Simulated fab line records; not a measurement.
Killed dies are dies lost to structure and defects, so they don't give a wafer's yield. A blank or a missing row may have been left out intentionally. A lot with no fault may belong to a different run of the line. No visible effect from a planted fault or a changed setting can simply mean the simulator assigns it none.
Problem report, 8D (eight disciplines) form, completed by code ; flow n5_finfet ; the parts of the form that need people (team, actions taken, sign-off) are left out

== 1. THE ISSUE ==
Wafers with no fault read 299.98 C with a standard deviation of 0.2, whereas susceptor_temp_C at N5_FIN_SAQP_SPACER1_ALD_24 reads a mean of 289.93 C on 1 wafer of 1 lot. Measured from the usual mean, that is -50 standard deviations.
The step: deposits SiO2, target thk 20.3 nm, pulse time 1 s, purge time 2 s.
Seen first at day 5 02:32 on ald_sin-02, wafer L673.1. The record has a number at this step for 15 wafers belonging to 5 lots. By rule, "out" or "out of limits" means more than 4 standard deviations away from the usual mean. The other wafers with a number count as sound.

== 2. WHAT IT IS AND WHAT IT IS NOT ==
question;is;is not
which readings at this step;susceptor_temp_C;chamber_pressure_Torr, heater_power_w, precursor_pulse_height_rel
which lots;L673;L663, L679, L681, L683
which wafers of those lots;L673.1;L673.3, L673.6
read on which tools;ald_sin-02;ald_sin-01, ald_sin-03
when;from day 5 02:32;"up to then (5 sound wafers); but 9 sound wafers of L679, L681, L683 came after"

== 3. SUSPECTS, AND WHAT RULES EACH OUT ==
Counting: a tool at a process step up to the reading stays a suspect if it ran every lot that is out. Sound lots after the first of them don't rule it out here, since some wafers of a struck lot are sound.
- rie_diel-03 at N5_FIN_SAQP_DESCUM_21 (chemistry O2, time 7.9 s): kept. It processed L673, the lot that is out, at day 5 00:36, and its most recent sound lot before then was L663 at day 2 09:56.
- rie_diel-03 at N5_FIN_SAQP_ETCH_51 (etches SiARC in CF4, target depth 45.5 nm, time 75.8 s): kept. It processed L673, the lot that is out, at day 5 00:38, and its most recent sound lot before then was L663 at day 2 09:58.
- rie_si-03 at N5_FIN_SAQP_MANDREL_ETCH_22 (etches a-Si in HBr/Cl2, stops on SiNx, target depth 60 nm, bt time 10 s, time 30 s): kept. It processed L673, the lot that is out, at day 5 00:53, and its most recent sound lot before then was L663 at day 2 10:13.
- rie_diel-05 at N5_FIN_SAQP_STRIP_55 (strips in N2/H2): kept. It ran the lot that is out, L673 (day 5 00:59).
- vapor_etch-01 at N5_FIN_SAQP_RECESS_75 (chemistry HF/NH3, target SiO2, target depth 14.4 nm, afs cycles 3, sublimation time 60 s): kept. It processed L673, the lot that is out, at day 5 01:20, and its most recent sound lot before then was L663 at day 2 10:38.
- ald_sin-02 at N5_FIN_SAQP_SPACER1_ALD_24 (deposits SiO2, target thk 20.3 nm, pulse time 1 s, purge time 2 s): kept. It ran the lot that is out, L673 (day 5 02:32). Its own readings are out on those wafers: susceptor_temp_C.
- In rie_si-03 at N5_FIN_SAQP_MANDREL_ETCH_22, the wafers that are out were processed in chamber 3 and their sound lot-mates in chambers 0, 1.
- In ald_sin-02 at N5_FIN_SAQP_SPACER1_ALD_24, the wafers that are out were processed in chamber 2 and their sound lot-mates in chambers 1, 3.
Left after counting: rie_diel-03 at N5_FIN_SAQP_DESCUM_21, rie_diel-03 at N5_FIN_SAQP_ETCH_51, rie_si-03 at N5_FIN_SAQP_MANDREL_ETCH_22, rie_diel-05 at N5_FIN_SAQP_STRIP_55, vapor_etch-01 at N5_FIN_SAQP_RECESS_75, ald_sin-02 at N5_FIN_SAQP_SPACER1_ALD_24.

== 4. THE CAUSE (what the simulator had put in) ==
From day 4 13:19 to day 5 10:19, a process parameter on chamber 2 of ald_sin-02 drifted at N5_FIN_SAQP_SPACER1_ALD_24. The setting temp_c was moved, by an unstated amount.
Counting leaves 6 suspects; this tool is one of them.

== 5. SEQUENCE OF EFFECTS, ordered by route ==
Each row: a reading where the mean over the struck wafers with a number is more than 3 standard deviations away from the usual. Readings are gone through only where the record gives a usual standard deviation; hours: the median, over the lots, of the time from a lot's start at the first step in this table giving one to that lot's start at this step; sigmas: the change measured in usual standard deviations.
hours;step;reading;usual;on struck wafers;change;sigmas
0;N5_FIN_SAQP_SPACER1_ALD_24;susceptor_temp_C;299.98 C;289.93;-10.05;-50
It contains these process steps:
- N5_FIN_SAQP_SPACER1_ALD_24: deposits SiO2, target thk 20.3 nm, pulse time 1 s, purge time 2 s.
Later measuring or inspecting steps at which every struck wafer that the step has a row for has a number for every such reading, and none has moved that far: N5_FIN_SAQP_CD_MEAS_27, N5_BEOL_M4_RC_MEAS_101.

== 6. WHAT WOULD HAVE CAUGHT IT SOONER ==
The fault began at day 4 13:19; the first out-of-limits reading in this record came at day 5 02:32, 13 hours later.
